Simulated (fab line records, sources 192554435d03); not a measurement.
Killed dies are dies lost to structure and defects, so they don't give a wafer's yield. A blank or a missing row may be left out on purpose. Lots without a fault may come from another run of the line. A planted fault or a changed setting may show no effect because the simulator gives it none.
Chamber matching | flow n5_finfet | N5_BEOL_M3_PRE_CLEAN_60 on cvd_co-01: 3 sister chambers
The step time 15 s. 6 wafers are shown with their chamber, then 12 later ones without.

WAFERS WITH THEIR CHAMBER
wafer  | chamber | heater_power_w (W)
L087.1 | 1       | 79
L087.2 | 2       | 119
L087.3 | 0       | 75
L087.4 | 1       | 79
L087.5 | 0       | 78
L087.6 | 2       | 116

WAFERS WITHOUT THEIR CHAMBER
wafer  | heater_power_w (W)
L090.4 | 79
L090.5 | 79
L090.6 | 114
L093.2 | 118
L093.3 | 79
L093.5 | 122
L092.4 | 78
L092.5 | 79
L092.6 | 116
L095.1 | 77
L095.3 | 79
L095.5 | 78

WHICH CHAMBER EACH WENT THROUGH
wafer  | from the rows above     | in truth
L090.4 | can't be placed: 1 or 0 | 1
L090.5 | can't be placed: 1 or 0 | 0
L090.6 | 2                       | 2
L093.2 | 2                       | 2
L093.3 | can't be placed: 1 or 0 | 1
L093.5 | 2                       | 2
L092.4 | can't be placed: 1 or 0 | 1
L092.5 | can't be placed: 1 or 0 | 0
L092.6 | 2                       | 2
L095.1 | can't be placed: 0 or 1 | 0
L095.3 | can't be placed: 1 or 0 | 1
L095.5 | can't be placed: 1 or 0 | 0
Placed correctly: 4 of 12. Can't be placed from these rows: 8 (the true chamber is among the candidates in 8). Placed wrongly: 0.
How it was worked out, from the rows above alone: a wafer's distance from a chamber is the root of the sum, over the readings, of the square of ((its reading less the chamber's mean) divided by the reading's scatter). The wafer belongs to the nearest chamber; if the next one is less than 2 further off, it can't be placed. A chamber's mean is the mean of its shown wafers. The scatter: the root of (the sum of the squares of (reading less its chamber's mean) over the shown wafers, divided by (wafers less chambers)).
